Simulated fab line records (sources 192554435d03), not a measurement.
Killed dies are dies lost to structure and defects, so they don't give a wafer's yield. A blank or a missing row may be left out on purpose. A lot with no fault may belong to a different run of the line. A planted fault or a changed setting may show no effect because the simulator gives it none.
Matching of chambers / flow n5 finfet / N5_BEOL_M9_ILD_DEP_00 on pecvd-04: 3 sister chambers
The step deposits SiCOH lowk from DEMS/porogen, target thk 308.51 nm, time 58 s. 14 wafers are shown with their chamber, then 6 later ones without.

== WAFERS WITH THEIR CHAMBER ==
wafer=L246.2; chamber=1; heater power w (W)=237; showerhead plenum p Torr (Torr)=5.742; throttle valve pct (%)=13.6
wafer=L246.4; chamber=1; heater power w (W)=248; showerhead plenum p Torr (Torr)=5.732; throttle valve pct (%)=13.7
wafer=L246.6; chamber=1; heater power w (W)=248; showerhead plenum p Torr (Torr)=5.749; throttle valve pct (%)=13.7
wafer=L250.1; chamber=1; heater power w (W)=210; showerhead plenum p Torr (Torr)=5.743; throttle valve pct (%)=13.8
wafer=L250.4; chamber=1; heater power w (W)=221; showerhead plenum p Torr (Torr)=5.737; throttle valve pct (%)=13.9
wafer=L250.6; chamber=0; heater power w (W)=378; showerhead plenum p Torr (Torr)=5.728; throttle valve pct (%)=14.3
wafer=L254.1; chamber=1; heater power w (W)=214; showerhead plenum p Torr (Torr)=5.735; throttle valve pct (%)=13.8
wafer=L254.4; chamber=1; heater power w (W)=217; showerhead plenum p Torr (Torr)=5.732; throttle valve pct (%)=13.6
wafer=L260.1; chamber=0; heater power w (W)=376; showerhead plenum p Torr (Torr)=5.731; throttle valve pct (%)=14.1
wafer=L260.2; chamber=2; heater power w (W)=315; showerhead plenum p Torr (Torr)=5.751; throttle valve pct (%)=13.8
wafer=L260.4; chamber=0; heater power w (W)=402; showerhead plenum p Torr (Torr)=5.730; throttle valve pct (%)=14.0
wafer=L263.3; chamber=2; heater power w (W)=336; showerhead plenum p Torr (Torr)=5.747; throttle valve pct (%)=13.7
wafer=L263.4; chamber=0; heater power w (W)=387; showerhead plenum p Torr (Torr)=5.717; throttle valve pct (%)=14.0
wafer=L263.6; chamber=2; heater power w (W)=343; showerhead plenum p Torr (Torr)=5.749; throttle valve pct (%)=13.6

SIGNATURES (means of the wafers above)
reading=heater power w; chamber 0=385.75; chamber 1=227.86; chamber 2=331.33; scatter within a chamber=14.8
reading=showerhead plenum p Torr; chamber 0=5.72650; chamber 1=5.73857; chamber 2=5.74900; scatter within a chamber=0.00584
reading=throttle valve pct; chamber 0=14.100; chamber 1=13.729; chamber 2=13.700; scatter within a chamber=0.118
Rule: a wafer's distance from a chamber is the root of the sum, over the readings, of the square of ((its reading less the chamber's mean) divided by the reading's scatter). If the next closest chamber is less than 2 further off than the closest, the wafer can't be placed; otherwise it belongs to the closest. The scatter: take each reading less its chamber's mean, square it, sum over the shown wafers, divide by the number of wafers less the number of chambers, and take the root.

== WAFERS MISSING THEIR CHAMBER ==
wafer=L265.1; heater power w (W)=362; showerhead plenum p Torr (Torr)=5.748; throttle valve pct (%)=13.7
wafer=L265.3; heater power w (W)=390; showerhead plenum p Torr (Torr)=5.723; throttle valve pct (%)=14.0
wafer=L265.6; heater power w (W)=389; showerhead plenum p Torr (Torr)=5.732; throttle valve pct (%)=14.1
wafer=L267.1; heater power w (W)=403; showerhead plenum p Torr (Torr)=5.729; throttle valve pct (%)=14.4
wafer=L267.4; heater power w (W)=398; showerhead plenum p Torr (Torr)=5.731; throttle valve pct (%)=14.1
wafer=L267.5; heater power w (W)=204; showerhead plenum p Torr (Torr)=5.726; throttle valve pct (%)=14.1

== CHAMBER TAKEN BY EACH ==
wafer=L265.1; from the rows above=2; in truth=2
wafer=L265.3; from the rows above=0; in truth=0
wafer=L265.6; from the rows above=0; in truth=0
wafer=L267.1; from the rows above=0; in truth=0
wafer=L267.4; from the rows above=0; in truth=0
wafer=L267.5; from the rows above=1; in truth=1
Correctly placed: 6 of 6. From these rows, 0 cannot be placed. Number placed wrongly: 0.
